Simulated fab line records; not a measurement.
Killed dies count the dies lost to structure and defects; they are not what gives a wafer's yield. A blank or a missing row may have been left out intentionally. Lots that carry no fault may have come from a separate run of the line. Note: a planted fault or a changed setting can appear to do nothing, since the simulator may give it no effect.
fab line records    flow nandHarc
[record] lots = 12  wafers = 36  lastDay = 33
route steps=1302 shown A_CONTACT@1085 END@1302
lots with no fault: from the same line, run without faults
startH: start of the lot's first displayed wafer, in hours after the record's first day    waitH: time in hours since the lot's previous step    " as in the row above    L1.1+2: several wafers, shown together as one row    - value missing, or start not given    * or withheld: withheld    < > ~ a bound
route shown NAME@n: names a module that has steps shown in the file, with the first one's number in the route    usual: mean/standard deviation taken from wafers without a fault    same: alike in all rows    chamber/n: place in a boat    sites: readings site by site    _std_site: how widely they spread, as a standard deviation    _edge_site: outer sites' mean less inner sites'    radiusMm: how far each site lies from the wafer's centre    mask NAME#n: copy n    behind: the most recent tool/chamber to have shaped the wafer    hold: cause of the lot's hold/its duration in hours/its outcome    device: names the non-switching transistor (n, p or np)    end of line: at the end of the route, the tests of the same wafers    where a step has no rows: the recipe by itself    killed: at the first sort, the dies lost to defects and structure; wafer yield is something else    map: a wafer's dies, x killed, . not, _ none there
set.NAME: the run value of the setting; set.NAME@STEP: its run value at that earlier step    model.NAME: the simulator's own value behind a step, which no gauge read
route steps across a sampled set of lots; one table per step, one row per wafer
services: from which hour (startH, from the record's first day; less than 0 if before it) a tool's chamber was out of use, for how many hours, and why
[[steps]]
[step NHARC_A_CONTACT_ETCH_31]
[recipe] targetDepthA = 28000  overEtchFrac = 0.3  timeS = 728  ionEnergyEv = 150  o2FlowSccm = 400  cosFlowSccm = 20  arFlowSccm = 0  rfW = 500  biasW = 300  chemistry = O2/COS
[usual] drypumpMotorCurrentA = 5.9/0.34  oesProductAu = 1.002/0.011  rfVppV = 313.0/1.4  runLengthS = 749.3/0.37  showerheadPlenumPTorr = 3.04/0.085  throttleValvePct = 28.331/0.0094
lot.wafer  tool        chamber  startH  waitH  drypumpMotorCurrentA  oesProductAu  rfHoursCounterH  rfVppV  runLengthS  showerheadPlenumPTorr  throttleValvePct
L454.4     rieDiel-11  3        529.22  -      6.2                   1.002         17               312.6   749.5       3.04                   28.323
L454.5     "           2        "       "      5.7                   0.999         -                313.6   749.2       3.00                   28.343
L454.6     "           3        "       "      6.2                   0.997         -                311.4   750.0       3.04                   28.322
L453.1     rieDiel-06  3        540.37  -      5.9                   0.994         17               314.4   748.9       3.07                   28.338
L453.5     "           0        "       "      5.5                   0.983         -                315.9   748.7       3.27                   28.326
L453.6     "           1        "       "      5.7                   1.006         -                313.2   748.8       3.07                   28.326
L458.4     rieDiel-06  2        556.08  -      6.7                   0.986         21               313.4   749.4       3.03                   28.335
L458.3     "           3        "       "      5.9                   0.991         18               313.3   748.8       3.07                   28.343
L458.6     "           2        "       "      6.6                   0.987         -                312.9   749.5       3.03                   28.325
L459.1     rieDiel-11  1        556.64  -      5.9                   0.993         26               313.6   749.9       3.08                   28.347
L459.6     "           0        "       "      5.9                   1.007         -                311.3   749.2       2.92                   28.343
L459.5     "           1        "       "      5.9                   0.992         -                312.6   749.4       3.08                   28.342
L460.1     rieDiel-11  0        573.59  -      5.9                   0.985         29               312.5   749.6       2.91                   28.329
L460.2     "           2        "       "      5.7                   1.004         28               311.7   749.4       3.00                   28.324
L460.5     "           2        "       "      5.7                   1.001         -                311.9   749.4       3.00                   28.324
L464.3     rieDiel-06  1        617.22  -      5.7                   0.997         40               313.7   748.8       3.06                   28.351
L464.6     "           3        "       "      5.9                   1.014         -                313.2   749.0       3.06                   28.341
L464.5     "           0        "       "      5.5                   0.987         -                315.7   748.8       3.26                   28.334
L466.3     rieDiel-06  2        630.21  -      6.7                   0.994         47               312.0   545.9       3.02                   28.321
L466.4     "           0        "       "      5.5                   0.976         -                314.5   545.4       3.26                   28.327
L466.5     "           3        "       "      5.9                   1.003         -                313.1   544.9       3.06                   28.319
L468.2     rieDiel-06  1        654.65  -      5.7                   1.012         49               314.3   545.0       3.05                   28.327
L468.4     "           2        "       "      6.7                   0.988         60               312.6   545.7       3.01                   28.330
L468.1     "           0        "       "      5.5                   0.986         49               316.6   545.3       3.25                   28.342
L472.4     rieDiel-11  3        693.54  -      6.2                   0.996         11               313.5   749.7       3.03                   28.328
L472.5     "           2        "       "      5.7                   1.000         -                312.3   749.3       2.99                   28.336
L472.6     "           3        "       "      6.2                   1.009         -                311.2   749.6       3.03                   28.318
L473.2     rieDiel-11  0        714.12  -      5.9                   1.018         13               311.5   749.4       2.91                   28.324
L473.1     "           1        "       "      5.9                   0.996         15               313.8   749.6       3.07                   28.336
L473.4     "           3        "       "      6.2                   1.011         16               313.7   749.4       3.02                   28.325
L474.4     rieDiel-11  3        715.96  -      6.2                   0.989         16               312.1   749.5       3.02                   28.329
L474.3     "           0        "       "      5.9                   0.994         14               311.1   749.3       2.91                   28.331
L474.1     "           1        "       "      5.9                   0.991         16               313.8   749.4       3.07                   28.327
L476.4     rieDiel-11  3        739.76  -      6.2                   1.012         21               314.4   749.6       3.02                   28.331
L476.3     "           1        "       "      5.9                   0.998         19               313.3   749.6       3.07                   28.345
L476.5     "           0        "       "      5.9                   1.010         -                312.0   749.4       2.90                   28.335
[step NHARC_A_CONTACT_ETCH_134]
[recipe] sourceW = withheld  pressureMtorr = 20  biasV = withheld  timeS = 140  targetDepthA = 7000  arFlowSccm = withheld  c4f8FlowSccm = withheld  o2FlowSccm = withheld  chemistry = C4F8/O2/Ar
[usual] runLengthS = 141.34/0.28
lot.wafer  tool           chamber  startH  waitH  rfHoursCounterH  runLengthS
L454.4     harCapEtch-03  1        529.80  -      -                141.51
L454.5     "              0        "       "      -                141.29
L454.6     "              1        "       "      -                141.28
L453.1     harCapEtch-03  1        540.78  -      46               141.10
L453.6     "              0        "       "      -                141.22
L453.5     "              1        "       "      -                141.28
L458.4     harCapEtch-03  0        556.61  -      -                141.10
L458.3     "              1        "       "      -                141.28
L458.6     "              1        "       "      -                141.27
L459.1     harCapEtch-02  1        557.14  -      97               141.94
L459.6     "              0        "       "      -                141.48
L459.5     "              1        "       "      -                141.85
L460.2     harCapEtch-01  1        574.16  -      13               141.26
L460.1     "              0        "       "      13               141.43
L460.5     "              0        "       "      -                141.50
L464.3     harCapEtch-02  0        617.75  -      -                141.41
L464.6     "              1        "       "      -                141.51
L464.5     "              0        "       "      -                141.25
L466.4     harCapEtch-01  1        630.87  -      -                140.93
L466.3     "              0        "       "      -                141.48
L466.5     "              1        "       "      -                141.15
L468.1     harCapEtch-03  1        655.18  -      67               141.14
L468.2     "              0        "       "      67               141.23
L468.4     "              0        "       "      -                140.95
L472.4     harCapEtch-02  0        694.12  -      -                141.04
L472.6     "              1        "       "      -                141.44
L472.5     "              0        "       "      -                141.09
L473.2     harCapEtch-03  0        714.65  -      78               141.05
L473.1     "              1        "       "      78               141.17
L473.4     "              0        "       "      -                141.14
L474.1     harCapEtch-01  0        716.49  -      39               141.70
L474.3     "              0        "       "      -                141.90
L474.4     "              1        "       "      -                140.90
L476.3     harCapEtch-03  1        740.36  -      -                141.32
L476.4     "              0        "       "      -                140.96
L476.5     "              1        "       "      -                141.67
[step NHARC_A_CONTACT_ETCH_139]
[recipe] sourceW = withheld  pressureMtorr = 20  biasV = 400  timeS = 195  targetDepthA = 8400  arFlowSccm = withheld  c4f8FlowSccm = 11.5  o2FlowSccm = 7.2  chemistry = C4F8/O2/Ar
[usual] runLengthS = 226.4/0.31
lot.wafer  tool           chamber  startH  waitH  rfHoursCounterH  runLengthS
L454.4     harCapEtch-03  1        531.11  0.2    -                226.7
L454.5     "              0        "       "      -                226.0
L454.6     "              1        "       "      -                226.6
L453.1     harCapEtch-03  1        542.08  0.2    48               226.5
L453.6     "              0        "       "      -                226.4
L453.5     "              1        "       "      -                226.2
L458.4     harCapEtch-03  0        557.92  0.2    -                225.9
L458.3     "              1        "       "      -                226.3
L458.6     "              1        "       "      -                226.8
L459.1     harCapEtch-02  1        558.44  0.2    98               226.5
L459.6     "              0        "       "      -                226.0
L459.5     "              1        "       "      -                226.4
L460.2     harCapEtch-01  1        575.45  0.2    14               226.1
L460.1     "              0        "       "      14               226.4
L460.5     "              0        "       "      -                226.4
L464.3     harCapEtch-02  0        619.07  0.2    -                226.3
L464.6     "              1        "       "      -                226.7
L464.5     "              0        "       "      -                226.0
L466.4     harCapEtch-01  1        632.61  0.3    -                225.8
L466.3     "              0        "       "      -                227.0
L466.5     "              1        "       "      -                225.9
L468.1     harCapEtch-03  1        656.46  0.2    69               226.5
L468.2     "              0        "       "      69               226.2
L468.4     "              0        "       "      -                226.3
L472.4     harCapEtch-02  0        695.43  0.2    -                226.1
L472.6     "              1        "       "      -                227.1
L472.5     "              0        "       "      -                226.3
L473.2     harCapEtch-03  0        715.94  0.2    79               226.0
L473.1     "              1        "       "      79               226.1
L473.4     "              0        "       "      -                226.1
L474.1     harCapEtch-01  0        717.78  0.2    40               226.5
L474.3     "              0        "       "      -                226.9
L474.4     "              1        "       "      -                225.8
L476.3     harCapEtch-03  1        741.66  0.2    -                226.4
L476.4     "              0        "       "      -                226.1
L476.5     "              1        "       "      -                226.5
[step NHARC_A_CONTACT_ETCH_92]
[recipe] targetDepthA = 400  overEtchFrac = 0.5  timeS = 85.7  ionEnergyEv = 120  ch3fFlowSccm = 50  o2FlowSccm = 30  arFlowSccm = 200  rfW = 500  biasW = 100  chemistry = CH3F/O2
[usual] drypumpMotorCurrentA = 5.9/0.3  oesProductAu = 0.943/0.029  rfVppV = 243.3/1.3  runLengthS = 107.1/0.37  showerheadPlenumPTorr = 2.39/0.067  throttleValvePct = 20.663/0.0094
lot.wafer  tool        chamber  startH  waitH  drypumpMotorCurrentA  oesProductAu  rfHoursCounterH  rfVppV  runLengthS  showerheadPlenumPTorr  throttleValvePct
L454.4     rieDiel-11  0        531.80  0.6    5.9                   0.917         19               243.3   107.5       2.30                   20.652
L454.5     "           1        "       "      5.9                   0.928         -                243.5   107.1       2.43                   20.664
L454.6     "           2        "       "      5.7                   0.912         -                243.9   107.1       2.36                   20.652
L453.1     rieDiel-11  1        542.59  0.5    5.9                   0.919         21               242.4   107.2       2.43                   20.671
L453.5     "           1        "       "      5.9                   0.923         -                243.7   107.1       2.43                   20.679
L453.6     "           0        "       "      5.9                   0.917         -                241.3   107.0       2.29                   20.677
L458.4     rieDiel-11  2        558.39  0.4    5.7                   0.931         26               243.4   106.6       2.36                   20.671
L458.3     "           0        "       "      5.9                   0.917         27               243.6   107.2       2.29                   20.673
L458.6     "           2        "       "      5.7                   0.933         -                243.3   106.9       2.36                   20.647
L459.1     rieDiel-06  3        558.96  0.5    5.9                   0.927         19               242.6   106.8       2.41                   20.662
L459.6     "           2        "       "      6.6                   0.921         -                242.6   107.2       2.38                   20.647
L459.5     "           3        "       "      5.9                   0.926         -                244.8   106.5       2.41                   20.664
L460.1     rieDiel-08  0        576.02  0.5    5.2                   0.945         4                244.3   106.7       2.44                   20.659
L460.2     "           1        "       "      5.7                   0.933         4                246.6   107.3       2.48                   20.680
L460.5     "           0        "       "      5.2                   0.941         -                243.6   107.0       2.44                   20.652
L464.3     rieDiel-11  1        619.51  0.4    5.9                   1.005         0                245.5   107.5       2.42                   20.666
L464.5     "           3        "       "      6.2                   1.011         -                241.9   107.9       2.39                   20.654
L464.6     "           0        "       "      5.9                   1.001         -                241.8   107.5       2.29                   20.675
L466.3     rieDiel-06  2        633.16  0.4    6.6                   0.933         48               244.3   107.5       2.37                   20.652
L466.4     "           0        "       "      5.5                   0.920         -                246.1   106.7       2.57                   20.653
L466.5     "           2        "       "      6.6                   0.923         -                242.8   107.0       2.37                   20.664
L468.1     rieDiel-11  3        657.04  0.5    6.2                   0.935         5                244.7   107.5       2.38                   20.656
L468.2     "           0        "       "      5.9                   0.923         4                242.2   107.5       2.29                   20.636
L468.4     "           1        "       "      5.8                   0.921         -                245.5   107.1       2.42                   20.664
L472.4     rieDiel-11  2        695.85  0.4    5.7                   0.941         10               243.6   106.6       2.35                   20.659
L472.6     "           2        "       "      5.7                   0.933         -                240.5   107.5       2.35                   20.669
L472.5     "           3        "       "      6.2                   0.947         -                243.8   107.1       2.38                   20.670
L473.1     rieDiel-06  0        716.51  0.5    5.5                   1.001         14               247.0   106.2       2.56                   20.650
L473.2     "           1        "       "      5.7                   1.018         12               242.5   106.6       2.40                   20.673
L473.4     "           2        "       "      6.6                   0.975         15               242.7   107.0       2.36                   20.664
L474.1     rieDiel-11  2        718.36  0.5    5.7                   0.936         14               243.3   107.1       2.35                   20.662
L474.4     "           3        "       "      6.2                   0.934         17               242.8   107.5       2.38                   20.645
L474.3     "           0        "       "      5.9                   0.940         15               242.4   106.9       2.28                   20.660
L476.3     rieDiel-11  3        742.12  0.4    6.2                   0.939         21               243.0   107.3       2.38                   20.660
L476.4     "           0        "       "      5.9                   0.941         18               242.5   107.1       2.28                   20.666
L476.5     "           3        "       "      6.2                   0.938         -                242.6   107.2       2.38                   20.667
[step NHARC_END_SORT_01]
[recipe] tempC = 25
[usual] killedAtArray = 58/20  killedAtOther = 1.0/1.2  killedAtPeriphery = 4.1/3  killedDies = 63/20  killedOpen = 3.2/1.7  killedShort = 2.5/1.5
[same] grossDies = 677
lot.wafer  tool       chamber  startH  waitH  killedAtArray  killedAtOther  killedAtPeriphery  killedDies  killedOpen  killedShort
L466.3     prober-02  0        689.15  3.1    661            2              13                 676         1           2
L466.4     prober-02  0        689.96  3.4    667            1              9                  677         2           0
L466.5     prober-02  0        690.77  3.7    663            1              13                 677         4           2
// killed by level:class
L466.3 A_CONTACT:areaEtch=634 A_CHANNEL_HOLE_D1:chamberFilmFlake=10 P_GATE:chamberFilmFlake=8 A_STAIRCASE:chamberFilmFlake=8 A_SLIT:chamberFilmFlake=4 P_BONDPAD:chamberFilmFlake=3 P_CONTACT:chamberFilmFlake=2 THIN_TSV:chamberFilmFlake=2
L466.4 A_CONTACT:areaEtch=647 A_STAIRCASE:chamberFilmFlake=8 A_CHANNEL_HOLE_D1:chamberFilmFlake=6 P_CONTACT:chamberFilmFlake=5 P_GATE:chamberFilmFlake=2 P_GATE:geometricParticle:open=1 A_WL_FILL:geometricParticle:open=1 P_BONDPAD:chamberFilmFlake=1
L466.5 A_CONTACT:areaEtch=632 A_STAIRCASE:chamberFilmFlake=9 A_CHANNEL_HOLE_D1:chamberFilmFlake=8 P_GATE:chamberFilmFlake=6 P_CONTACT:chamberFilmFlake=4 A_SLIT:chamberFilmFlake=4 P_BONDPAD:chamberFilmFlake=2 A_CHANNEL_FILL_D1:chamberFilmFlake=2
[[services]]
tool        chamber  startH  hours  kind
rieDiel-08  1        507.94  34.1   repair
rieDiel-08  -        510.07  0.4    repair
rieDiel-11  0        515.02  -      clean
rieDiel-11  1        515.02  -      clean
rieDiel-11  2        515.02  -      clean
rieDiel-11  3        515.02  -      clean
rieDiel-11  -        524.67  0.5    repair
rieDiel-11  3        538.83  4.8    repair
rieDiel-11  0        539.52  -      clean
rieDiel-11  1        539.52  -      clean
rieDiel-08  -        548.92  9.0    pm
rieDiel-06  -        552.38  2.1    repair
rieDiel-06  3        573.18  5.0    repair
rieDiel-08  -        590.30  1.9    repair
rieDiel-08  1        597.98  6.9    repair
rieDiel-11  -        610.09  9.0    pm
rieDiel-11  0        638.44  8.4    repair
rieDiel-11  3        641.77  4.4    repair
rieDiel-11  2        655.86  10.1   repair
rieDiel-06  -        661.74  9.0    pm
rieDiel-11  2        703.06  4.4    repair
rieDiel-11  2        723.19  3.4    repair
rieDiel-08  -        725.92  9.0    pm
rieDiel-06  -        727.38  0.1    repair
[[key]]
[firstSign] step = NHARC_A_CONTACT_ETCH_31  reading = runLengthS  direction = down  sigmas = 99+  usual = *  struck = *
[effect] step = NHARC_END_SORT_01  reading = killedDies  direction = up  sigmas = 31  usual = 63  struck = 677
[moreKillsBornAt] NHARC_A_CONTACT_ETCH_31@rieDiel-06 = 1913
metAt NHARC_A_CONTACT_ETCH_31
struckLots L466,L468
rowsEnd L468.1,L468.2,L468.4
laterRowsLeftOut L466.3,L466.4,L466.5
testerLeftOut L466
notActingAt NHARC_A_CONTACT_ETCH_134,NHARC_A_CONTACT_ETCH_139,NHARC_A_CONTACT_ETCH_92
onsetBetween 617.22 630.21
[fault] kind = processParameterDrift  tool = rieDiel-06  chamber = -  onsetH = 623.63  steps = NHARC_A_CONTACT_ETCH_31  channel = timeS  offset = *  shape = step  actsIn = *  stated = *
// testerLeftOut: of these lots the tester's yield and bins aren't shown, on N5 and GAA mostly nor the transistor test; their killed dies are dies lost to structure and defects alone, not to doping, threshold or leakage, so they don't give the yield
// laterRowsLeftOut: the simulator's readings of these wafers behind a module that went badly wrong aren't trusted and aren't shown, but for the sort
// rowsEnd: these wafers met a further fault down the route, and their rows from its step on are left out
